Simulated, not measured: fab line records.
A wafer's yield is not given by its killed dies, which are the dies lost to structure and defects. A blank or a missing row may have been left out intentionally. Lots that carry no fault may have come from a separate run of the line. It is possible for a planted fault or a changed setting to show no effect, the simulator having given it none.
Comparing a struck lot with a sound one	flow n5 finfet	23 out of 1938 route steps
Sound: these wafers, L820.2, L820.3, L820.6. Wafers struck: L811.1, L811.2, L811.6. The cause is given at the end.
At each step with rows: each side's tool, then ch and its chambers, then its first start. Under that, the readings that differ: sound wafers	struck wafers	difference of the means	sigmas: that difference in standard deviations of wafers without a fault.
alike: same words and numbers on both sides, and readings whose means sit less than 2 such deviations apart. not compared: any withheld reading, any reading some wafer has no value for, any bound like >300 that may hide the same value, and any number with overlapping values for which the record gives no deviation.
A row with sigmas, a row that says differs or no value, or rows on one side alone: a step with any of these is where the two part. Non-overlapping numbers with no deviation appear without sigmas and do not part them. A reading missing from all wafers of one side parts the sides only when that side holds two or more wafers.

first, 8 steps without rows for these wafers: N5_BEOL_M6_ANNEAL_51 (time 90 s); N5_BEOL_M6_CMP_52 (polishes, stops on SiCOH lowk, t overpolish 6.9 s, target thk 80 nm); N5_BEOL_M6_PRE_CLEAN_55 (time 15 s); N5_BEOL_M6_DEP_56 (deposits SiCN from 3MS/NH3, target thk 10 nm, time 17.5 s); N5_BEOL_M7_ILD_DEP_00 (deposits SiCOH lowk from DEMS/porogen, target thk 179.75 nm, time 33.4 s); N5_BEOL_M7_CURE_74 (cures SiCOH lowk, time 240 s); N5_BEOL_M7_PECVD_70 (deposits SiO2 from TEOS/O2, target thk 20 nm, time 22.7 s); N5_BEOL_M7_HM_DEP_02 (deposits TiN, target thk 20 nm).
N5_BEOL_M7_COAT_59: time 60 s, resist thk 100 nm.
  sound on litho track-05 ch 0, day 15 09:13; struck on litho track-02 ch 0, day 12 08:06
reading	sound	struck	difference	sigmas
spin speed rpm (rpm)	1499.7 1500.9 1499.4	1256.6 1254.3 1254.5	-244.9	-99 or more
model.SOC_of_BEOL_M7_COAT_59.thk nm (nm)	100 100.2 100	109 109.2 109.2	+9	
then, 9 steps without rows for these wafers: N5_BEOL_M7_COAT_60 (time 60 s, resist thk 35 nm); N5_BEOL_M7_COAT_05 (resist thk 90 nm); N5_BEOL_M7_EBR_07; N5_BEOL_M7_SOFTBAKE_06 (time 60 s); N5_BEOL_M7_EXPOSE_08 (exposes mask M7); N5_BEOL_M7_PEB_09 (peb time 60 s); N5_BEOL_M7_DEVELOP_10 (develop time 30 s); N5_BEOL_M7_DESCUM_16 (chemistry O2, time 7.9 s); N5_BEOL_M7_ETCH_61 (etches SiARC in CF4, target depth 45.5 nm, time 75.8 s).
N5_BEOL_M7_ETCH_62: etches SOC in N2/H2, target depth 110 nm, overetch 22 nm, time 165 s.
  sound on rie diel-01 ch 0,1,3, day 15 10:02; struck on rie diel-01 ch 1,2, day 12 08:39
reading	sound	struck	difference	sigmas
model.etch.depth nm (nm)	99.93 100.1 99.94	109.1 109.2 109.2	+9.2	
  alike: drypump motor current A, oes product au, rf vpp V, showerhead plenum p Torr, throttle valve pct
  not compared: rf hours counter h
then, 2 steps without rows for these wafers: N5_BEOL_M7_STRIP_68 (strips in N2/H2); N5_BEOL_M7_STRIP_67 (strips in CF4).
N5_BEOL_M7_HM_OPEN_17: chemistry Cl2/BCl3, target TiN, target depth 20 nm, overetch 6 nm.
  sound on rie metal-01 ch 0,1, day 15 10:14; struck on rie metal-03 ch 1, day 12 08:50
reading	sound	struck	difference	sigmas
model.SOC_of_BEOL_M7_COAT_59.thk nm (nm)	92 92.2 92.2	101.6 101.6 101.6	+9.5	
  alike: drypump motor current A, oes product au, throttle valve pct
  not compared: rf hours counter h
then, 1 step without rows for these wafers: N5_BEOL_M7_STRIP_19 (strips in O2).

WHERE THEY PART
At N5_BEOL_M7_COAT_59 and nowhere else, as far as this record goes. Later steps at which nothing parts them and some readings are alike: N5_BEOL_M7_ETCH_62, N5_BEOL_M7_HM_OPEN_17.

WHY: what the simulator had put in
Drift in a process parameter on litho track-02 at N5_BEOL_M7_COAT_59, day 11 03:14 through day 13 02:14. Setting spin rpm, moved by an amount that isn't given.
